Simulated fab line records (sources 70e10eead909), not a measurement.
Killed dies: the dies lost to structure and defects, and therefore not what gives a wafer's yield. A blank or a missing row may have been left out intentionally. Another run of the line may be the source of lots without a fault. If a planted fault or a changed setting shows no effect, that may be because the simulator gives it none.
Struck lot and sound lot, side by side ; flow nand harc ; 39 steps out of a route of 1159
Sound: these wafers, L750.3, L750.5, L750.6. Struck: wafers L738.4, L738.6 (left out: L738.3, a lot-mate that was not struck); the cause follows at the end.
Each step with rows lists, per side, the tool, then ch with its chambers, then its first start. Under that, the readings that differ: sound wafers ; struck wafers ; difference of the means ; sigmas: that difference in standard deviations of wafers without a fault.
alike: readings with means less than 2 such deviations apart, plus words and numbers identical on both sides. not compared: withheld readings, readings lacking a value on some wafer, bounds such as >300 that could conceal the same value, and numbers that have no deviation in the record and whose values overlap.
A row with sigmas, a row that says differs or no value, or rows on one side alone: a step with any of these is where the two part. Numbers that have no deviation but don't overlap get no sigmas and don't part them. Lack of a reading on every wafer of one side parts them only where that side has two or more wafers.

first, 1 step without rows for these wafers: NHARC_A_STAIRCASE_HARDBAKE_311 (time 140 s).
NHARC_A_STAIRCASE_DESCUM_312: chemistry O2, time 3 s.
  sound on rie diel-07 ch 1,2, day 16 06:04; struck on rie diel-11 ch 1, day 13 00:57
  alike: drypump motor current A, oes product au, rf vpp V, showerhead plenum p Torr, throttle valve pct
  not compared: rf hours counter h
then, 3 steps without rows for these wafers: NHARC_A_STAIRCASE_ETCH_313 (etches the open film in CF4/CHF3); NHARC_A_STAIRCASE_HM_OPEN_463 (chemistry O2/COS); NHARC_A_STAIRCASE_STRIP_464 (strips in O2/COS).
NHARC_A_STAIRCASE_ETCH_453: etches the open film in CF4/O2, target depth 30 nm, overetch 3 nm, time 16.5 s.
  sound on rie diel-07 ch 0,1,3; struck on rie diel-11 ch 1
  alike: cf4 flow sccm, drypump motor current A, oes product au, rf vpp V, showerhead plenum p Torr, throttle valve pct
  not compared: rf hours counter h
then, 1 step without rows for these wafers: NHARC_A_STAIRCASE_ETCH_315 (etches the open film in C4F8/O2/Ar, target depth 2500 nm, time 607.1 s).
NHARC_A_STAIRCASE_STRIP_316: strips in O2.
  sound on rie diel-07 ch 0,3; struck on rie diel-11 ch 1
reading;sound;struck;difference;sigmas
drypump motor current A (A);5.1 5.3 5.1;6.4 6.4;+1.2;+2
  alike: oes product au, rf vpp V, showerhead plenum p Torr, throttle valve pct
  not compared: rf hours counter h
then, 3 steps without rows for these wafers: NHARC_A_STAIRCASE_STRIP_317 (strips in SPM, time 900 s); NHARC_A_STAIRCASE_PRECLEAN_318 (cleans in SC1); NHARC_A_STAIRCASE_SRD_329.
NHARC_A_STAIRCASE_ALD_415: deposits SiO2, target thk 30 nm, pulse time 6 s, ald cycles 300.
  sound on ald hk-03 ch 0,1,2, day 16 08:44; struck on ald hk-01 ch 2, day 13 02:48
  alike: heater power w, precursor pulse height rel
then, 1 step without rows for these wafers: NHARC_A_STAIRCASE_ETCHBACK_416 (etches the open film in C4F8/O2/Ar, target depth 36 nm, time 7.2 s).
NHARC_A_STAIRCASE_STRIP_476: strips in O2, time 20 s.
  sound on rie diel-07 ch 0,1,2, day 16 10:17; struck on rie diel-03 ch 0,3, day 13 04:59
  alike: drypump motor current A, oes product au, rf vpp V, showerhead plenum p Torr, throttle valve pct
  not compared: rf hours counter h
then, 8 steps without rows for these wafers: NHARC_A_STAIRCASE_DEP_417 (deposits Si3N4, target thk 60 nm); NHARC_A_STAIRCASE_WET_418 (chemistry H3PO4, target depth 20 nm); NHARC_A_STAIRCASE_PRECLEAN_419 (cleans in SC1); NHARC_A_STAIRCASE_SRD_421; NHARC_A_STAIRCASE_ALD_420 (deposits SiO2, target thk 20 nm, pulse time 6 s, ald cycles 200); NHARC_A_STAIRCASE_CVD_552 (deposits SiNx, target thk 40 nm); NHARC_A_STAIRCASE_DEP_151 (deposits SiO2, target thk 3800 nm); NHARC_A_STAIRCASE_ANNEAL_320 (time 1800 s).
NHARC_A_STAIRCASE_DEP_322: deposits SiO2, target thk 3800 nm.
  sound on pecvd-01 ch 0,1,2, day 17 05:33; struck on pecvd-03 ch 1,2, day 13 23:32
  alike: heater power w
then, 14 steps without rows for these wafers: NHARC_A_STAIRCASE_ANNEAL_323 (time 1800 s); NHARC_A_STAIRCASE_DEP_325 (deposits SiO2, target thk 3800 nm); NHARC_A_STAIRCASE_ANNEAL_326 (time 1800 s); NHARC_A_STAIRCASE_DEHYDRATE_433 (time 120 s); NHARC_A_STAIRCASE_HMDS_434 (time 30 s); NHARC_A_STAIRCASE_COAT_435; NHARC_A_STAIRCASE_SOFTBAKE_436 (time 170 s); NHARC_A_STAIRCASE_EBR_437; NHARC_A_STAIRCASE_EXPOSE_438 (exposes mask STAIR REV); NHARC_A_STAIRCASE_PEB_439 (peb time 130 s); NHARC_A_STAIRCASE_DEVELOP_440 (time 140 s); NHARC_A_STAIRCASE_HARDBAKE_442 (time 140 s); NHARC_A_STAIRCASE_DESCUM_443 (chemistry O2, time 3 s); NHARC_A_STAIRCASE_ETCH_444 (etches the open film in C4F8/O2, target depth 10200 nm, time 3400 s).
NHARC_A_SGD_CUT_DEP_00: deposits SiNx, target thk 50 nm.
  sound on pecvd-02 ch 0,1, day 18 04:52; struck on pecvd-03 ch 0,1, day 15 03:45
reading;sound;struck;difference;sigmas
hold;- - -;await dispo/5.8h/release await dispo/5.8h/release;no value on the sound wafers;
  alike: heater power w
-- jump in the record: it breaks off in module A_SGD_CUT and resumes in module END (first step shown: number 1159 of the route), and 6 days separate the struck wafers' starts before and after --
NHARC_END_SORT_01:
  only the struck wafers appear in the record here, on prober-01 ch 0 at day 20 17:36; the sound ones have no rows

== WHERE THEY PART ==
First at NHARC_A_STAIRCASE_STRIP_316; last, within this record, at NHARC_END_SORT_01.

WHY: what had been put in by the simulator
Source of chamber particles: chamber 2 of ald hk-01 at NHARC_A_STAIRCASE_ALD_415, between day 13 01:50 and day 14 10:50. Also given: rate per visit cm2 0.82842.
